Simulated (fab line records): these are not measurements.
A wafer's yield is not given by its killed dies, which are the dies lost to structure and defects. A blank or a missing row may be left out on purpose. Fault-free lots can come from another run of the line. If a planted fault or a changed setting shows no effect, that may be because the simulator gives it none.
fab line records / flow n5-finfet
record lots=6 wafers=18 last-day=18
route steps=1938 shown BEOL_M10@1489
lots that met no fault: taken from a fault-free run of the same line
start-h: hours from the record's opening day to when the first of the lot's shown wafers began / wait-h: time in hours since the lot's previous step / " identical to the entry in the row above / L1.1+2: a single row standing in for several wafers / - no value present, or no start provided / * or withheld: withheld / < > ~ a bound
route shown NAME@n: a module of which the file shows steps, and the number in the route of the first / usual: mean and standard deviation over wafers with no fault / same: alike in all rows / chamber/n: place in a boat / sites: each site's reading / _std_site: standard deviation of those values / _edge_site: the outer-site mean with the inner-site mean subtracted / radius-mm: for every site, how far away it sits from the centre of the wafer / mask NAME#n: copy n / behind: the most recent tool/chamber to have shaped the wafer / hold: reason for holding the lot/hours on hold/outcome of the hold / device: transistor that didn't switch, given as n, p or np / end of line: the route-end tests of the same wafers / for a step that has no rows: nothing shown but its recipe / killed: at the first sort, the dies lost to defects and structure; wafer yield is something else / map: a wafer's dies, x killed, . not, _ none there
set.NAME: the run value of the setting; set.NAME@STEP: its run value at that earlier step / model.NAME: the simulator's own value behind a step, which no gauge read
lots at some steps of the route; a table a step, a row a wafer
services: from which hour (start-h, from the record's first day; less than 0 if before it) a tool's chamber was out of use, for how many hours, and why
## steps
# step N5_BEOL_M10_STRIP_68
# recipe chemistry=N2/H2 temp-c=40 n2-flow-sccm=200 h2-flow-sccm=200 rf-frequency-hz=6e+07
# step N5_BEOL_M10_STRIP_67
# recipe chemistry=CF4 resist=SiARC power-w=300 bias-power-w=75 pressure-mtorr=50 cf4-flow-sccm=150 rf-frequency-hz=6e+07
# usual drypump-motor-current-A=5.6/0.46 oes-product-au=0.77/0.064 power-w=300.0/0.89 rf-vpp-V=270.7/1.5 showerhead-plenum-p-Torr=1.78/0.051 throttle-valve-pct=13.59/0.17
lot.wafer=L469.2 tool=rie-diel-02 chamber=2 start-h=266.30 wait-h=0.0 drypump-motor-current-A=5.7 oes-product-au=0.83 power-w=300.0 rf-hours-counter-h=78 rf-vpp-V=269.5 showerhead-plenum-p-Torr=1.74 throttle-valve-pct=13.63
lot.wafer=L469.4 tool=rie-diel-02 chamber=1 start-h=266.30 wait-h=0.0 drypump-motor-current-A=6.1 oes-product-au=0.73 power-w=297.7 rf-hours-counter-h=173 rf-vpp-V=268.8 showerhead-plenum-p-Torr=1.72 throttle-valve-pct=13.77
lot.wafer=L469.5 tool=rie-diel-02 chamber=3 start-h=266.30 wait-h=0.0 drypump-motor-current-A=5.9 oes-product-au=0.74 power-w=299.7 rf-hours-counter-h=- rf-vpp-V=272.9 showerhead-plenum-p-Torr=1.86 throttle-valve-pct=13.36
lot.wafer=L468.4 tool=rie-diel-04 chamber=1 start-h=268.72 wait-h=0.0 drypump-motor-current-A=5.4 oes-product-au=0.73 power-w=299.4 rf-hours-counter-h=173 rf-vpp-V=269.6 showerhead-plenum-p-Torr=1.72 throttle-valve-pct=13.66
lot.wafer=L468.5 tool=rie-diel-04 chamber=3 start-h=268.72 wait-h=0.0 drypump-motor-current-A=5.5 oes-product-au=0.81 power-w=299.5 rf-hours-counter-h=- rf-vpp-V=271.3 showerhead-plenum-p-Torr=1.81 throttle-valve-pct=13.51
lot.wafer=L468.6 tool=rie-diel-04 chamber=2 start-h=268.72 wait-h=0.0 drypump-motor-current-A=4.7 oes-product-au=0.84 power-w=301.1 rf-hours-counter-h=- rf-vpp-V=271.6 showerhead-plenum-p-Torr=1.81 throttle-valve-pct=13.37
lot.wafer=L470.1 tool=rie-diel-04 chamber=2 start-h=279.79 wait-h=0.0 drypump-motor-current-A=4.7 oes-product-au=0.84 power-w=300.5 rf-hours-counter-h=80 rf-vpp-V=271.1 showerhead-plenum-p-Torr=1.81 throttle-valve-pct=13.36
lot.wafer=L470.2 tool=rie-diel-04 chamber=3 start-h=279.79 wait-h=0.0 drypump-motor-current-A=5.5 oes-product-au=0.80 power-w=299.7 rf-hours-counter-h=82 rf-vpp-V=270.1 showerhead-plenum-p-Torr=1.81 throttle-valve-pct=13.53
lot.wafer=L470.3 tool=rie-diel-04 chamber=0 start-h=279.79 wait-h=0.0 drypump-motor-current-A=6.1 oes-product-au=0.82 power-w=300.1 rf-hours-counter-h=76 rf-vpp-V=269.4 showerhead-plenum-p-Torr=1.76 throttle-valve-pct=13.61
lot.wafer=L475.2 tool=rie-diel-04 chamber=0 start-h=308.63 wait-h=0.0 drypump-motor-current-A=6.1 oes-product-au=0.81 power-w=299.9 rf-hours-counter-h=85 rf-vpp-V=269.4 showerhead-plenum-p-Torr=1.76 throttle-valve-pct=13.62
lot.wafer=L475.3 tool=rie-diel-04 chamber=2 start-h=308.63 wait-h=0.0 drypump-motor-current-A=4.7 oes-product-au=0.83 power-w=299.7 rf-hours-counter-h=89 rf-vpp-V=270.9 showerhead-plenum-p-Torr=1.81 throttle-valve-pct=13.38
lot.wafer=L475.6 tool=rie-diel-04 chamber=2 start-h=308.63 wait-h=0.0 drypump-motor-current-A=4.7 oes-product-au=0.83 power-w=300.0 rf-hours-counter-h=- rf-vpp-V=271.9 showerhead-plenum-p-Torr=1.81 throttle-valve-pct=13.40
lot.wafer=L479.1 tool=rie-diel-02 chamber=2 start-h=336.82 wait-h=0.0 drypump-motor-current-A=5.7 oes-product-au=0.81 power-w=299.1 rf-hours-counter-h=99 rf-vpp-V=271.9 showerhead-plenum-p-Torr=1.74 throttle-valve-pct=13.70
lot.wafer=L479.3 tool=rie-diel-02 chamber=0 start-h=336.82 wait-h=0.0 drypump-motor-current-A=5.2 oes-product-au=0.67 power-w=299.7 rf-hours-counter-h=246 rf-vpp-V=269.7 showerhead-plenum-p-Torr=1.77 throttle-valve-pct=13.87
lot.wafer=L479.6 tool=rie-diel-02 chamber=0 start-h=336.82 wait-h=0.0 drypump-motor-current-A=5.2 oes-product-au=0.67 power-w=298.8 rf-hours-counter-h=- rf-vpp-V=271.8 showerhead-plenum-p-Torr=1.77 throttle-valve-pct=13.87
lot.wafer=L484.1 tool=rie-diel-02 chamber=3 start-h=372.13 wait-h=0.0 drypump-motor-current-A=5.9 oes-product-au=0.71 power-w=300.2 rf-hours-counter-h=201 rf-vpp-V=272.5 showerhead-plenum-p-Torr=1.85 throttle-valve-pct=13.43
lot.wafer=L484.3 tool=rie-diel-02 chamber=2 start-h=372.13 wait-h=0.0 drypump-motor-current-A=5.7 oes-product-au=0.80 power-w=300.6 rf-hours-counter-h=113 rf-vpp-V=269.4 showerhead-plenum-p-Torr=1.74 throttle-valve-pct=13.74
lot.wafer=L484.5 tool=rie-diel-02 chamber=1 start-h=372.13 wait-h=0.0 drypump-motor-current-A=6.2 oes-product-au=0.70 power-w=301.5 rf-hours-counter-h=- rf-vpp-V=270.3 showerhead-plenum-p-Torr=1.71 throttle-valve-pct=13.83
# step N5_BEOL_M10_HM_OPEN_17
# recipe chemistry=Cl2/BCl3 target-depth-a=200 overetch-a=60 target=TiN mask-material=SOC ion-energy-ev=150 pressure-mtorr=10 icp-w=1000 bias-w=126 Cl2_flow_sccm=53.25 bcl3-flow-sccm=21.75 Ar_flow_sccm=25
# usual drypump-motor-current-A=5.9/0.35 oes-product-au=0.69/0.062 throttle-valve-pct=22.10/0.13
lot.wafer=L469.2 tool=rie-metal-01 chamber=1 start-h=266.34 wait-h=0.0 drypump-motor-current-A=5.8 oes-product-au=0.65 rf-hours-counter-h=49 throttle-valve-pct=22.23
lot.wafer=L469.4 tool=rie-metal-01 chamber=1 start-h=266.34 wait-h=0.0 drypump-motor-current-A=5.8 oes-product-au=0.64 rf-hours-counter-h=- throttle-valve-pct=22.25
lot.wafer=L469.5 tool=rie-metal-01 chamber=0 start-h=266.34 wait-h=0.0 drypump-motor-current-A=6.3 oes-product-au=0.63 rf-hours-counter-h=- throttle-valve-pct=21.97
lot.wafer=L468.4 tool=rie-metal-01 chamber=0 start-h=268.79 wait-h=0.1 drypump-motor-current-A=6.3 oes-product-au=0.64 rf-hours-counter-h=- throttle-valve-pct=21.97
lot.wafer=L468.5 tool=rie-metal-01 chamber=0 start-h=268.79 wait-h=0.1 drypump-motor-current-A=6.3 oes-product-au=0.63 rf-hours-counter-h=- throttle-valve-pct=21.95
lot.wafer=L468.6 tool=rie-metal-01 chamber=1 start-h=268.79 wait-h=0.1 drypump-motor-current-A=5.7 oes-product-au=0.65 rf-hours-counter-h=- throttle-valve-pct=22.25
lot.wafer=L470.1 tool=rie-metal-01 chamber=0 start-h=279.92 wait-h=0.1 drypump-motor-current-A=6.3 oes-product-au=0.64 rf-hours-counter-h=60 throttle-valve-pct=21.97
lot.wafer=L470.2 tool=rie-metal-01 chamber=1 start-h=279.92 wait-h=0.1 drypump-motor-current-A=5.7 oes-product-au=0.65 rf-hours-counter-h=49 throttle-valve-pct=22.24
lot.wafer=L470.3 tool=rie-metal-01 chamber=0 start-h=279.92 wait-h=0.1 drypump-motor-current-A=6.3 oes-product-au=0.64 rf-hours-counter-h=- throttle-valve-pct=21.95
lot.wafer=L475.2 tool=rie-metal-03 chamber=0 start-h=308.67 wait-h=0.0 drypump-motor-current-A=5.5 oes-product-au=0.73 rf-hours-counter-h=16 throttle-valve-pct=22.26
lot.wafer=L475.3 tool=rie-metal-03 chamber=1 start-h=308.67 wait-h=0.0 drypump-motor-current-A=5.4 oes-product-au=0.69 rf-hours-counter-h=- throttle-valve-pct=22.04
lot.wafer=L475.6 tool=rie-metal-03 chamber=0 start-h=308.67 wait-h=0.0 drypump-motor-current-A=5.4 oes-product-au=0.73 rf-hours-counter-h=- throttle-valve-pct=22.27
lot.wafer=L479.1 tool=rie-metal-02 chamber=0 start-h=336.87 wait-h=0.0 drypump-motor-current-A=6.2 oes-product-au=0.76 rf-hours-counter-h=11 throttle-valve-pct=21.97
lot.wafer=L479.3 tool=rie-metal-02 chamber=0 start-h=336.87 wait-h=0.0 drypump-motor-current-A=6.2 oes-product-au=0.76 rf-hours-counter-h=- throttle-valve-pct=21.95
lot.wafer=L479.6 tool=rie-metal-02 chamber=1 start-h=336.87 wait-h=0.0 drypump-motor-current-A=5.8 oes-product-au=0.80 rf-hours-counter-h=- throttle-valve-pct=22.16
lot.wafer=L484.1 tool=rie-metal-02 chamber=1 start-h=372.24 wait-h=0.1 drypump-motor-current-A=5.8 oes-product-au=0.79 rf-hours-counter-h=8 throttle-valve-pct=22.17
lot.wafer=L484.3 tool=rie-metal-02 chamber=0 start-h=372.24 wait-h=0.1 drypump-motor-current-A=6.2 oes-product-au=0.73 rf-hours-counter-h=- throttle-valve-pct=21.97
lot.wafer=L484.5 tool=rie-metal-02 chamber=0 start-h=372.24 wait-h=0.1 drypump-motor-current-A=6.2 oes-product-au=0.75 rf-hours-counter-h=- throttle-valve-pct=21.96
# step N5_BEOL_M10_STRIP_19
# recipe chemistry=O2 power-w=400 temp-c=40 pressure-mtorr=30 rf-frequency-hz=6e+07 bias-power-w=0 overash-fraction=0.2 o2-flow-sccm=225
# usual drypump-motor-current-A=5.7/0.46 oes-product-au=0.77/0.054 rf-vpp-V=3.7/0.55 showerhead-plenum-p-Torr=2.07/0.081 throttle-valve-pct=16.67/0.1
lot.wafer=L469.2 tool=rie-diel-02 chamber=1 start-h=266.45 wait-h=0.1 drypump-motor-current-A=6.1 oes-product-au=0.73 rf-hours-counter-h=173 rf-vpp-V=4.3 showerhead-plenum-p-Torr=1.99 throttle-valve-pct=16.73
lot.wafer=L469.4 tool=rie-diel-02 chamber=2 start-h=266.45 wait-h=0.1 drypump-motor-current-A=5.7 oes-product-au=0.84 rf-hours-counter-h=78 rf-vpp-V=3.7 showerhead-plenum-p-Torr=2.02 throttle-valve-pct=16.68
lot.wafer=L469.5 tool=rie-diel-02 chamber=1 start-h=266.45 wait-h=0.1 drypump-motor-current-A=6.2 oes-product-au=0.73 rf-hours-counter-h=- rf-vpp-V=3.3 showerhead-plenum-p-Torr=1.99 throttle-valve-pct=16.73
lot.wafer=L468.4 tool=rie-diel-01 chamber=0 start-h=268.87 wait-h=0.1 drypump-motor-current-A=6.2 oes-product-au=0.80 rf-hours-counter-h=100 rf-vpp-V=3.2 showerhead-plenum-p-Torr=2.02 throttle-valve-pct=16.67
lot.wafer=L468.5 tool=rie-diel-01 chamber=3 start-h=268.87 wait-h=0.1 drypump-motor-current-A=6.2 oes-product-au=0.75 rf-hours-counter-h=- rf-vpp-V=4.5 showerhead-plenum-p-Torr=2.02 throttle-valve-pct=16.67
lot.wafer=L468.6 tool=rie-diel-01 chamber=2 start-h=268.87 wait-h=0.1 drypump-motor-current-A=5.7 oes-product-au=0.75 rf-hours-counter-h=- rf-vpp-V=3.9 showerhead-plenum-p-Torr=2.10 throttle-valve-pct=16.73
lot.wafer=L470.1 tool=rie-diel-02 chamber=2 start-h=280.03 wait-h=0.1 drypump-motor-current-A=5.7 oes-product-au=0.84 rf-hours-counter-h=81 rf-vpp-V=3.6 showerhead-plenum-p-Torr=2.01 throttle-valve-pct=16.69
lot.wafer=L470.2 tool=rie-diel-02 chamber=0 start-h=280.03 wait-h=0.1 drypump-motor-current-A=5.2 oes-product-au=0.67 rf-hours-counter-h=230 rf-vpp-V=3.4 showerhead-plenum-p-Torr=2.06 throttle-valve-pct=16.79
lot.wafer=L470.3 tool=rie-diel-02 chamber=1 start-h=280.03 wait-h=0.1 drypump-motor-current-A=6.1 oes-product-au=0.73 rf-hours-counter-h=177 rf-vpp-V=3.7 showerhead-plenum-p-Torr=1.99 throttle-valve-pct=16.77
lot.wafer=L475.2 tool=rie-diel-02 chamber=3 start-h=308.82 wait-h=0.1 drypump-motor-current-A=5.9 oes-product-au=0.73 rf-hours-counter-h=180 rf-vpp-V=3.5 showerhead-plenum-p-Torr=2.18 throttle-valve-pct=16.49
lot.wafer=L475.3 tool=rie-diel-02 chamber=2 start-h=308.82 wait-h=0.1 drypump-motor-current-A=5.7 oes-product-au=0.84 rf-hours-counter-h=89 rf-vpp-V=3.7 showerhead-plenum-p-Torr=2.01 throttle-valve-pct=16.72
lot.wafer=L475.6 tool=rie-diel-02 chamber=2 start-h=308.82 wait-h=0.1 drypump-motor-current-A=5.7 oes-product-au=0.83 rf-hours-counter-h=- rf-vpp-V=4.0 showerhead-plenum-p-Torr=2.01 throttle-valve-pct=16.69
lot.wafer=L479.1 tool=rie-diel-04 chamber=3 start-h=336.99 wait-h=0.1 drypump-motor-current-A=5.5 oes-product-au=0.79 rf-hours-counter-h=99 rf-vpp-V=3.0 showerhead-plenum-p-Torr=2.12 throttle-valve-pct=16.68
lot.wafer=L479.3 tool=rie-diel-04 chamber=2 start-h=336.99 wait-h=0.1 drypump-motor-current-A=4.7 oes-product-au=0.81 rf-hours-counter-h=98 rf-vpp-V=3.4 showerhead-plenum-p-Torr=2.11 throttle-valve-pct=16.50
lot.wafer=L479.6 tool=rie-diel-04 chamber=0 start-h=336.99 wait-h=0.1 drypump-motor-current-A=6.2 oes-product-au=0.81 rf-hours-counter-h=- rf-vpp-V=2.4 showerhead-plenum-p-Torr=2.01 throttle-valve-pct=16.54
lot.wafer=L484.1 tool=rie-diel-01 chamber=2 start-h=372.36 wait-h=0.1 drypump-motor-current-A=5.6 oes-product-au=0.72 rf-hours-counter-h=186 rf-vpp-V=2.9 showerhead-plenum-p-Torr=2.09 throttle-valve-pct=16.81
lot.wafer=L484.3 tool=rie-diel-01 chamber=0 start-h=372.36 wait-h=0.1 drypump-motor-current-A=6.3 oes-product-au=0.75 rf-hours-counter-h=134 rf-vpp-V=4.5 showerhead-plenum-p-Torr=2.01 throttle-valve-pct=16.72
lot.wafer=L484.5 tool=rie-diel-01 chamber=3 start-h=372.36 wait-h=0.1 drypump-motor-current-A=6.2 oes-product-au=0.73 rf-hours-counter-h=- rf-vpp-V=2.8 showerhead-plenum-p-Torr=2.01 throttle-valve-pct=16.75
# step N5_BEOL_M10_CD_MEAS_18
# recipe pitch-nm=140 target-cd-nm=70
# usual cd-nm=69.8/0.62
lot.wafer=L469.2 tool=cd-sem-01 chamber=- start-h=266.52 wait-h=0.1 cd-nm=70.7
lot.wafer=L469.4 tool=cd-sem-01 chamber=- start-h=266.52 wait-h=0.1 cd-nm=71.0
lot.wafer=L469.5 tool=cd-sem-01 chamber=- start-h=266.52 wait-h=0.1 cd-nm=69.8
lot.wafer=L468.4 tool=cd-sem-03 chamber=- start-h=268.94 wait-h=0.1 cd-nm=69.2
lot.wafer=L468.5 tool=cd-sem-03 chamber=- start-h=268.94 wait-h=0.1 cd-nm=69.4
lot.wafer=L468.6 tool=cd-sem-03 chamber=- start-h=268.94 wait-h=0.1 cd-nm=69.8
lot.wafer=L470.1 tool=cd-sem-03 chamber=- start-h=280.10 wait-h=0.0 cd-nm=70.0
lot.wafer=L470.2 tool=cd-sem-03 chamber=- start-h=280.10 wait-h=0.0 cd-nm=69.7
lot.wafer=L470.3 tool=cd-sem-03 chamber=- start-h=280.10 wait-h=0.0 cd-nm=70.2
lot.wafer=L475.2 tool=cd-sem-02 chamber=- start-h=308.89 wait-h=0.1 cd-nm=70.3
lot.wafer=L475.3 tool=cd-sem-02 chamber=- start-h=308.89 wait-h=0.1 cd-nm=69.7
lot.wafer=L475.6 tool=cd-sem-02 chamber=- start-h=308.89 wait-h=0.1 cd-nm=69.1
lot.wafer=L479.1 tool=cd-sem-03 chamber=- start-h=337.06 wait-h=0.0 cd-nm=69.9
lot.wafer=L479.3 tool=cd-sem-03 chamber=- start-h=337.06 wait-h=0.0 cd-nm=70.0
lot.wafer=L479.6 tool=cd-sem-03 chamber=- start-h=337.06 wait-h=0.0 cd-nm=70.6
lot.wafer=L484.1 tool=cd-sem-01 chamber=- start-h=372.43 wait-h=0.0 cd-nm=69.7
lot.wafer=L484.3 tool=cd-sem-01 chamber=- start-h=372.43 wait-h=0.0 cd-nm=69.5
lot.wafer=L484.5 tool=cd-sem-01 chamber=- start-h=372.43 wait-h=0.0 cd-nm=68.9
# step N5_BEOL_M10_COAT_63
# recipe resist=SOC temp-c=250 time-s=60 spin-rpm=1500 resist-thk-nm=100
# step N5_BEOL_M10_COAT_64
# recipe resist=SiARC temp-c=220 time-s=60 spin-rpm=1500 resist-thk-nm=30
# step N5_BEOL_M10_COAT_22
# recipe resist=CAR-ArF spin-rpm=1500 resist-thk-nm=90
# step N5_BEOL_M10_EBR_24
# recipe solvent=PGMEA ebr-width-mm=1.5
# step N5_BEOL_M10_SOFTBAKE_23
# recipe temp-c=110 time-s=60 resist=CAR-ArF
# step N5_BEOL_M10_EXPOSE_25
# recipe mask-id=V9 na=1.35 source-shape=annular sigma-inner=0.5 sigma-outer=0.8 polarization=unpolarized dose-mj=85.5
# step N5_BEOL_M10_PEB_26
# recipe peb-temp-c=withheld peb-time-s=60 resist=CAR-ArF
# step N5_BEOL_M10_DEVELOP_27
# recipe develop-time-s=30 developer=TMAH resist=CAR-ArF rinse-liquid=diw dry=air-spin dev-temp-c=23
# usual chill-plate-temp-C=23.02/0.1 develop-time-s=30/0
lot.wafer=L469.2 tool=litho-track-01 chamber=0 start-h=267.08 wait-h=- chill-plate-temp-C=22.90 develop-time-s=30 model.CAR-ArF_of_BEOL_M10_COAT_22.thk-nm=88.2
lot.wafer=L469.4 tool=litho-track-01 chamber=0 start-h=267.08 wait-h=- chill-plate-temp-C=23.02 develop-time-s=30 model.CAR-ArF_of_BEOL_M10_COAT_22.thk-nm=87.8
lot.wafer=L469.5 tool=litho-track-01 chamber=0 start-h=267.08 wait-h=- chill-plate-temp-C=23.06 develop-time-s=30 model.CAR-ArF_of_BEOL_M10_COAT_22.thk-nm=88.4
lot.wafer=L468.4 tool=litho-track-01 chamber=- start-h=270.30 wait-h=- chill-plate-temp-C=- develop-time-s=- model.CAR-ArF_of_BEOL_M10_COAT_22.thk-nm=90.2
lot.wafer=L468.5 tool=litho-track-01 chamber=- start-h=270.30 wait-h=- chill-plate-temp-C=- develop-time-s=- model.CAR-ArF_of_BEOL_M10_COAT_22.thk-nm=90.2
lot.wafer=L468.6 tool=litho-track-01 chamber=- start-h=270.30 wait-h=- chill-plate-temp-C=- develop-time-s=- model.CAR-ArF_of_BEOL_M10_COAT_22.thk-nm=90.2
lot.wafer=L470.1 tool=litho-track-04 chamber=- start-h=280.60 wait-h=- chill-plate-temp-C=- develop-time-s=- model.CAR-ArF_of_BEOL_M10_COAT_22.thk-nm=89.8
lot.wafer=L470.2 tool=litho-track-04 chamber=- start-h=280.60 wait-h=- chill-plate-temp-C=- develop-time-s=- model.CAR-ArF_of_BEOL_M10_COAT_22.thk-nm=90.2
lot.wafer=L470.3 tool=litho-track-04 chamber=- start-h=280.60 wait-h=- chill-plate-temp-C=- develop-time-s=- model.CAR-ArF_of_BEOL_M10_COAT_22.thk-nm=89.8
lot.wafer=L475.2 tool=litho-track-01 chamber=0 start-h=309.56 wait-h=- chill-plate-temp-C=23.11 develop-time-s=30 model.CAR-ArF_of_BEOL_M10_COAT_22.thk-nm=88.2
lot.wafer=L475.3 tool=litho-track-01 chamber=0 start-h=309.56 wait-h=- chill-plate-temp-C=23.25 develop-time-s=30 model.CAR-ArF_of_BEOL_M10_COAT_22.thk-nm=88.4
lot.wafer=L475.6 tool=litho-track-01 chamber=0 start-h=309.56 wait-h=- chill-plate-temp-C=23.22 develop-time-s=30 model.CAR-ArF_of_BEOL_M10_COAT_22.thk-nm=88.6
lot.wafer=L479.1 tool=litho-track-01 chamber=0 start-h=342.60 wait-h=- chill-plate-temp-C=23.10 develop-time-s=30 model.CAR-ArF_of_BEOL_M10_COAT_22.thk-nm=88.4
lot.wafer=L479.3 tool=litho-track-01 chamber=0 start-h=342.60 wait-h=- chill-plate-temp-C=23.19 develop-time-s=30 model.CAR-ArF_of_BEOL_M10_COAT_22.thk-nm=88.6
lot.wafer=L479.6 tool=litho-track-01 chamber=0 start-h=342.60 wait-h=- chill-plate-temp-C=23.15 develop-time-s=30 model.CAR-ArF_of_BEOL_M10_COAT_22.thk-nm=88.4
lot.wafer=L484.1 tool=litho-track-04 chamber=0 start-h=372.82 wait-h=- chill-plate-temp-C=22.96 develop-time-s=30 model.CAR-ArF_of_BEOL_M10_COAT_22.thk-nm=88.6
lot.wafer=L484.3 tool=litho-track-04 chamber=0 start-h=372.82 wait-h=- chill-plate-temp-C=23.24 develop-time-s=30 model.CAR-ArF_of_BEOL_M10_COAT_22.thk-nm=88.6
lot.wafer=L484.5 tool=litho-track-04 chamber=0 start-h=372.82 wait-h=- chill-plate-temp-C=23.17 develop-time-s=30 model.CAR-ArF_of_BEOL_M10_COAT_22.thk-nm=88.4
# step N5_BEOL_M10_CD_MEAS_28
# recipe target-cd-nm=70 landing-energy-ev=500 detector=se-inlens polarity=opening
# usual cd-nm=70.0/0.92
lot.wafer=L469.2 tool=cd-sem-03 chamber=0 start-h=267.14 wait-h=- cd-nm=71.1
lot.wafer=L469.4 tool=cd-sem-03 chamber=0 start-h=267.14 wait-h=- cd-nm=70.1
lot.wafer=L469.5 tool=cd-sem-03 chamber=0 start-h=267.14 wait-h=- cd-nm=69.7
lot.wafer=L468.4 tool=cd-sem-01 chamber=0 start-h=270.36 wait-h=- cd-nm=-
lot.wafer=L468.5 tool=cd-sem-01 chamber=0 start-h=270.36 wait-h=- cd-nm=-
lot.wafer=L468.6 tool=cd-sem-01 chamber=0 start-h=270.36 wait-h=- cd-nm=-
lot.wafer=L470.1 tool=cd-sem-01 chamber=0 start-h=280.66 wait-h=- cd-nm=-
lot.wafer=L470.2 tool=cd-sem-01 chamber=0 start-h=280.66 wait-h=- cd-nm=-
lot.wafer=L470.3 tool=cd-sem-01 chamber=0 start-h=280.66 wait-h=- cd-nm=-
lot.wafer=L475.2 tool=cd-sem-02 chamber=0 start-h=309.62 wait-h=- cd-nm=71.3
lot.wafer=L475.3 tool=cd-sem-02 chamber=0 start-h=309.62 wait-h=- cd-nm=68.6
lot.wafer=L475.6 tool=cd-sem-02 chamber=0 start-h=309.62 wait-h=- cd-nm=70.5
lot.wafer=L479.1 tool=cd-sem-03 chamber=0 start-h=342.66 wait-h=- cd-nm=68.1
lot.wafer=L479.3 tool=cd-sem-03 chamber=0 start-h=342.66 wait-h=- cd-nm=70.2
lot.wafer=L479.6 tool=cd-sem-03 chamber=0 start-h=342.66 wait-h=- cd-nm=71.2
lot.wafer=L484.1 tool=cd-sem-03 chamber=0 start-h=372.88 wait-h=- cd-nm=69.8
lot.wafer=L484.3 tool=cd-sem-03 chamber=0 start-h=372.88 wait-h=- cd-nm=69.6
lot.wafer=L484.5 tool=cd-sem-03 chamber=0 start-h=372.88 wait-h=- cd-nm=68.5
## services
tool=rie-metal-02 chamber=1 start-h=253.64 hours=- kind=clean
tool=rie-metal-02 chamber=1 start-h=253.64 hours=17.3 kind=scheduled-down
tool=rie-metal-02 chamber=1 start-h=253.64 hours=17.3 kind=vent-cycle
tool=rie-diel-04 chamber=1 start-h=279.28 hours=15.5 kind=repair
tool=rie-diel-01 chamber=3 start-h=303.58 hours=4.3 kind=repair
tool=litho-track-01 chamber=- start-h=318.61 hours=- kind=consumable-replace:filter
tool=rie-diel-04 chamber=1 start-h=320.36 hours=8.2 kind=repair
tool=litho-track-01 chamber=- start-h=334.31 hours=- kind=consumable-replace:filter
tool=rie-diel-02 chamber=0 start-h=353.56 hours=- kind=clean
tool=rie-diel-02 chamber=0 start-h=353.56 hours=- kind=consumable-replace:focus-ring
tool=rie-diel-02 chamber=0 start-h=353.56 hours=21.8 kind=scheduled-down
tool=rie-diel-02 chamber=0 start-h=353.56 hours=21.8 kind=vent-cycle
tool=rie-diel-04 chamber=- start-h=354.93 hours=2.8 kind=pm
tool=rie-metal-02 chamber=- start-h=357.09 hours=2.8 kind=pm
tool=rie-metal-01 chamber=- start-h=370.90 hours=5.9 kind=repair
## key
first-sign step=N5_BEOL_M10_DEVELOP_27 reading=tool-record direction=missing
effect none on later readings
model-effect step=N5_BEOL_M10_DEVELOP_27 value=CAR-ArF_of_BEOL_M10_COAT_22.thk-nm without=88.4 struck=90.07
met-at N5_BEOL_M10_DEVELOP_27
struck-wafers L468.4,L468.5,L468.6,L470.1,L470.2,L470.3
later-rows-left-out L468.4,L468.5,L468.6,L470.1,L470.2,L470.3
sort-left-out L468.4,L468.5,L468.6,L470.1,L470.2,L470.3
onset-between 267.08 270.30
fault kind=skipped-step-whole tool=litho-track-01,litho-track-04 chamber=- onset-h=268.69 steps=N5_BEOL_M10_DEVELOP_27 scope=struck-lots-only
# sort-left-out: the simulated sort isn't trusted on such a fault, so these wafers' sort isn't shown, and their yield isn't known
# later-rows-left-out: the simulator's readings of these wafers behind a module that went badly wrong aren't trusted and aren't shown, but for the sort
